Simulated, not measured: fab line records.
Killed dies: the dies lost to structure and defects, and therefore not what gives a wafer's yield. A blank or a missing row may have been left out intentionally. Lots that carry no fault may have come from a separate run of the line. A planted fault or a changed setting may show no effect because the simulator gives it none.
The tool behind it: which one? | flow n5_finfet | Sampling: 9 lots, 23 wafers, 5 of 1938 route steps

## WHAT THE GAUGES READ, wafer by wafer
N5_BEOL_M4_RC_MEAS_101.
lot  | measured     | on        | DIBL_N (mV/V)  | DIBL_P (mV/V)  | IOFF_N (nA/um) | IOFF_N_85C (nA/um) | IOFF_N_LIN (nA/um) | IOFF_N_LONG (nA/um)        | IOFF_P (nA/um) | IOFF_P_85C (nA/um) | IOFF_P_LIN (nA/um) | IOFF_P_LONG (nA/um)        | ION_N (uA/um) | ION_P (uA/um) | SS_N (mV/dec)  | SS_P (mV/dec)  | VT_N (mV)   | VT_N_LONG (mV)    | VT_N_LVT (mV) | VT_P (mV)      | VT_P_LONG (mV)       | VT_P_LVT (mV)
L420 | day 9 10:32  | prober-01 | 38.5 39.2      | 37.1 37.9      | 0.18 0.21      | 3.5 3.9            | 0.083 0.090        | 5.58e-05 5.56e-05          | 0.22 0.24      | 3.8 4.2            | 0.102 0.110        | 0.000104 0.000102          | 671 679       | 458 458       | 72.7 71.8      | 73.8 73.9      | 247 248     | 274.8 274.3       | 97 94         | -250 -246      | -275.4 -272.9        | -98.6 -96.7
L422 | day 10 16:19 | prober-02 | 34.8 34.9 33.5 | 35.5 35.1 34.3 | 0.14 0.14 0.12 | 2.7 2.8 2.5        | 0.067 0.069 0.061  | 5.51e-05 5.56e-05 5.48e-05 | 0.20 0.20 0.18 | 3.6 3.5 3.3        | 0.101 0.102 0.094  | 0.000113 0.000103 0.00011  | 672 666 661   | 463 462 457   | 70.9 70.7 70.3 | 73.6 72.9 72.7 | 252 251 254 | 271.0 275.1 276.0 | 100 99 101    | -252 -248 -251 | -272.6 -273.8 -273.8 | -97.5 -98.2 -99.4
L425 | day 10 19:42 | prober-02 | 34.2 36.7 36.2 | 33.5 37.9 36.5 | 0.13 0.18 0.16 | 2.7 3.5 3.2        | 0.065 0.087 0.078  | 5.85e-05 5.76e-05 5.78e-05 | 0.18 0.24 0.22 | 3.3 4.1 3.8        | 0.094 0.114 0.107  | 0.000116 0.000113 0.000111 | 675 684 683   | 465 471 460   | 70.3 71.8 70.8 | 72.5 73.6 73.1 | 252 246 249 | 272.9 271.7 273.5 | 102 96 98     | -250 -246 -250 | -272.4 -273.0 -272.4 | -100.2 -96.6 -98.1
L426 | day 11 01:01 | prober-01 | 38.7 35.8      | 40.3 36.0      | 0.04 0.15      | 1.0 3.0            | 0.017 0.066        | 2.47e-05 5.34e-05          | 0.42 0.18      | 6.4 3.2            | 0.183 0.088        | 0.000145 9.1e-05           | 580 647       | 486 445       | 71.9 72.5      | 74.4 73.0      | 293 253     | 325.0 275.8       | 141 98        | -233 -253      | -262.7 -278.0        | -82.9 -100.6
L427 | day 11 21:13 | prober-02 | 37.0 39.7      | 38.9 41.3      | 0.02 0.04      | 0.7 0.9            | 0.012 0.015        | 2.48e-05 2.46e-05          | 0.32 0.39      | 5.3 6.1            | 0.155 0.176        | 0.000161 0.000148          | 554 563       | 477 477       | 71.7 72.9      | 73.3 74.5      | 303 296     | 324.8 327.2       | 152 147       | -237 -236      | -260.8 -261.7        | -86.8 -85.3
L432 | day 13 14:25 | prober-02 | 35.7 36.6      | 36.3 37.7      | 0.03 0.17      | 0.7 3.3            | 0.012 0.076        | 2.6e-05 5.46e-05           | 0.32 0.22      | 5.2 3.8            | 0.150 0.101        | 0.00015 9.9e-05            | 564 665       | 486 464       | 71.7 72.0      | 73.6 73.7      | 300 251     | 330.5 277.8       | 150 100       | -240 -252      | -264.2 -276.8        | -88.6 -99.7
L435 | day 13 14:39 | prober-01 | 36.3 32.1 32.0 | 34.9 30.5 30.6 | 0.13 0.09 0.09 | 2.6 1.8 1.8        | 0.061 0.044 0.044  | 5.24e-05 5.18e-05 5.14e-05 | 0.19 0.14 0.14 | 3.3 2.5 2.6        | 0.091 0.075 0.075  | 0.000106 0.000105 0.000109 | 659 651 647   | 452 450 452   | 71.5 69.7 69.8 | 73.4 72.0 71.9 | 252 258 259 | 276.5 279.1 276.6 | 103 108 108   | -250 -256 -254 | -275.9 -275.5 -273.9 | -102.9 -104.7 -105.2
L439 | day 14 21:56 | prober-02 | 36.0 39.7 38.7 | 34.2 38.0 37.5 | 0.14 0.20 0.18 | 2.7 3.7 3.4        | 0.067 0.088 0.081  | 5.83e-05 5.82e-05 5.85e-05 | 0.21 0.28 0.26 | 3.7 4.7 4.4        | 0.108 0.130 0.122  | 0.000119 0.000125 0.00012  | 677 687 677   | 467 476 471   | 71.6 71.6 71.9 | 73.0 73.2 73.5 | 251 247 247 | 275.0 274.6 277.5 | 101 98 99     | -244 -243 -245 | -271.6 -271.2 -269.3 | -98.4 -95.4 -96.9
L440 | day 15 02:20 | prober-02 | 37.0 37.4 35.2 | 38.6 39.4 37.4 | 0.19 0.20 0.17 | 3.6 3.9 3.3        | 0.087 0.091 0.080  | 5.69e-05 5.83e-05 5.67e-05 | 0.23 0.23 0.21 | 3.7 3.8 3.5        | 0.100 0.103 0.096  | 0.000108 0.0001 0.000102   | 689 696 681   | 460 470 468   | 71.7 72.3 71.6 | 74.1 73.4 73.8 | 247 247 250 | 271.6 272.0 273.3 | 96 94 96      | -250 -251 -251 | -277.3 -276.8 -276.7 | -98.8 -99.8 -100.4

## EACH LOT AND THE TOOL THAT RAN IT (in order: tool; ch and the chambers of the sampled wafers; start)
lot  | N5_HKMG_FIN_STRIP_57              | N5_HKMG_FIN_NWFM_ALD_20            | N5_HKMG_FIN_W_FILL_22        | N5_GATE_CUT_ETCH_56
L420 | rie_diel-03 ch 0,1, day 4 16:00   | ald_metal-03 ch 0,3, day 4 20:58   | cvd_w-01 ch 0,1, day 4 22:34 | rie_metal-02 ch 0, day 4 23:32
L422 | rie_diel-04 ch 0,2, day 5 02:48   | ald_metal-03 ch 0,2,3, day 5 08:58 | cvd_w-02 ch 1, day 5 10:34   | rie_metal-01 ch 0,1, day 5 11:32
L425 | rie_diel-06 ch 1,3, day 5 16:17   | ald_metal-03 ch 0,2,3, day 5 21:24 | cvd_w-02 ch 0,1, day 5 23:00 | rie_metal-01 ch 0, day 6 00:00
L426 | rie_diel-03 ch 0,2, day 6 02:25   | ald_metal-03 ch 1,2, day 6 08:02   | cvd_w-02 ch 0,1, day 6 09:52 | rie_metal-02 ch 0,1, day 6 10:52
L427 | rie_diel-06 ch 1,3, day 6 07:46   | ald_metal-03 ch 1,3, day 6 12:52   | cvd_w-02 ch 0,1, day 6 14:28 | rie_metal-02 ch 0,1, day 6 15:26
L432 | rie_diel-03 ch 1,3, day 7 17:02   | ald_metal-03 ch 2,3, day 7 22:53   | cvd_w-01 ch 0,1, day 8 00:31 | rie_metal-01 ch 1, day 8 01:31
L435 | rie_diel-06 ch 0,3, day 8 08:42   | ald_metal-04 ch 0,2,3, day 8 13:44 | cvd_w-01 ch 0,1, day 8 15:21 | rie_metal-01 ch 0,1, day 8 16:19
L439 | rie_diel-03 ch 0,1,2, day 9 06:53 | ald_metal-01 ch 0,2,3, day 9 12:19 | cvd_w-01 ch 0, day 9 13:58   | rie_metal-01 ch 0, day 9 14:56
L440 | rie_diel-04 ch 0,2, day 9 11:43   | ald_metal-01 ch 0,2,3, day 9 17:35 | cvd_w-02 ch 0,1, day 9 19:13 | rie_metal-03 ch 0,1, day 9 20:12
- N5_HKMG_FIN_STRIP_57: strips in CF4.
- N5_HKMG_FIN_NWFM_ALD_20: deposits TiAlC, target thk 2 nm, pulse time 3 s, purge time 2 s.
- N5_HKMG_FIN_W_FILL_22: material W, target thk 60 nm, time 18.2 s.
- N5_GATE_CUT_ETCH_56: etches TiN in Cl2/Ar, target depth 21.6 nm.

## WHAT THE TOOLS THEMSELVES READ (means of the sampled wafers that have a number; where no wafer has one, the mark that the record gives instead)
N5_HKMG_FIN_STRIP_57.
lot  | tool        | drypump_motor_current_A (A) | oes_product_au (a.u.) | rf_vpp_V (V) | showerhead_plenum_p_Torr (Torr) | throttle_valve_pct (%)
L420 | rie_diel-03 | 5.8                         | 0.81                  | 272.2        | 1.85                            | 13.38
L422 | rie_diel-04 | 5.5                         | 0.79                  | 271.1        | 1.74                            | 13.62
L425 | rie_diel-06 | 5.6                         | 0.96                  | 273.6        | 1.92                            | 13.45
L426 | rie_diel-03 | 5.4                         | 0.83                  | 271.1        | 1.81                            | 13.57
L427 | rie_diel-06 | 5.4                         | 0.95                  | 273.7        | 1.92                            | 13.50
L432 | rie_diel-03 | 6.0                         | 0.81                  | 271.2        | 1.77                            | 13.27
L435 | rie_diel-06 | 5.0                         | 0.92                  | 272.8        | 1.88                            | 13.57
L439 | rie_diel-03 | 5.7                         | 0.80                  | 271.8        | 1.81                            | 13.52
L440 | rie_diel-04 | 6.2                         | 0.72                  | 269.5        | 1.75                            | 13.86

N5_HKMG_FIN_NWFM_ALD_20.
lot  | tool         | heater_power_w (W) | precursor_pulse_height_rel
L420 | ald_metal-03 | 512                | 0.993
L422 | ald_metal-03 | 530                | 0.983
L425 | ald_metal-03 | 523                | 0.976
L426 | ald_metal-03 | 526                | 1.018
L427 | ald_metal-03 | 532                | 1.028
L432 | ald_metal-03 | 584                | 0.990
L435 | ald_metal-04 | 430                | 1.012
L439 | ald_metal-01 | 476                | 0.987
L440 | ald_metal-01 | 469                | 0.992

N5_HKMG_FIN_W_FILL_22.
lot  | tool     | heater_power_w (W) | throttle_valve_pct (%)
L420 | cvd_w-01 | 836                | 18.4
L422 | cvd_w-02 | 930                | 18.6
L425 | cvd_w-02 | 879                | 18.2
L426 | cvd_w-02 | 893                | 18.4
L427 | cvd_w-02 | 870                | 18.4
L432 | cvd_w-01 | 814                | 18.5
L435 | cvd_w-01 | 835                | 18.9
L439 | cvd_w-01 | 794                | 18.5
L440 | cvd_w-02 | 898                | 18.5

N5_GATE_CUT_ETCH_56.
lot  | tool         | bias_w (W) | drypump_motor_current_A (A) | oes_product_au (a.u.) | throttle_valve_pct (%)
L420 | rie_metal-02 | 59.89      | 5.7                         | 0.89                  | 20.56
L422 | rie_metal-01 | 60.13      | 5.6                         | 0.69                  | 20.93
L425 | rie_metal-01 | 59.95      | 6.7                         | 0.79                  | 21.09
L426 | rie_metal-02 | 59.85      | 5.8                         | 0.76                  | 20.75
L427 | rie_metal-02 | 60.07      | 5.8                         | 0.77                  | 20.73
L432 | rie_metal-01 | 60.05      | 5.1                         | 0.63                  | 20.88
L435 | rie_metal-01 | 60.07      | 5.6                         | 0.68                  | 20.94
L439 | rie_metal-01 | 60.12      | 6.7                         | 0.78                  | 21.10
L440 | rie_metal-03 | 59.91      | 5.2                         | 0.73                  | 20.77

## THE ANSWER, worked out from the rows above alone
Rule: the lots themselves supply what counts as usual. Put in order of their means at a reading, lots are off if they are a third of the lots or fewer, leave a main group of 4 or more, and stand apart from it by a gap of 3 or more times the standard deviation of the main group's means; of several such gaps the widest counts. If all means in a main group match to the digits the tables above print for the reading, that group is not used. A lot without any number at a reading at which 4 lots or more have one is off too. Any other lot the step has rows for is counted as sound. First the gauges in route order, then the tools' own readings, where a lot's mean is used as printed above. The first step at which some lot is off is used, and at that step the reading that is off furthest; a lot without a number counts as furthest.
Off: L426, L427, L432, at N5_BEOL_M4_RC_MEAS_101 (VT_N_LONG). The main group: mean 274.4 mV, standard deviation 1.7.
A tool fits if, at a process step before that reading, it ran every lot that is off, and no sound lot after the first of them. Those tools and the gauges at N5_BEOL_M4_RC_MEAS_101 are tried in the same way. One fits: N5_HKMG_FIN_NWFM_ALD_20 on ald_metal-03. Its last sound lot is L425 (day 5 21:24), its first lot that is off L426 (day 6 08:02): a fault that began between those two fits.

## WHAT WAS PUT IN BY THE SIMULATOR
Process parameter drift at N5_HKMG_FIN_NWFM_ALD_20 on ald_metal-03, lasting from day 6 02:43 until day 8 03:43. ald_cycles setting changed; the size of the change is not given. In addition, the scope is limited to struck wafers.
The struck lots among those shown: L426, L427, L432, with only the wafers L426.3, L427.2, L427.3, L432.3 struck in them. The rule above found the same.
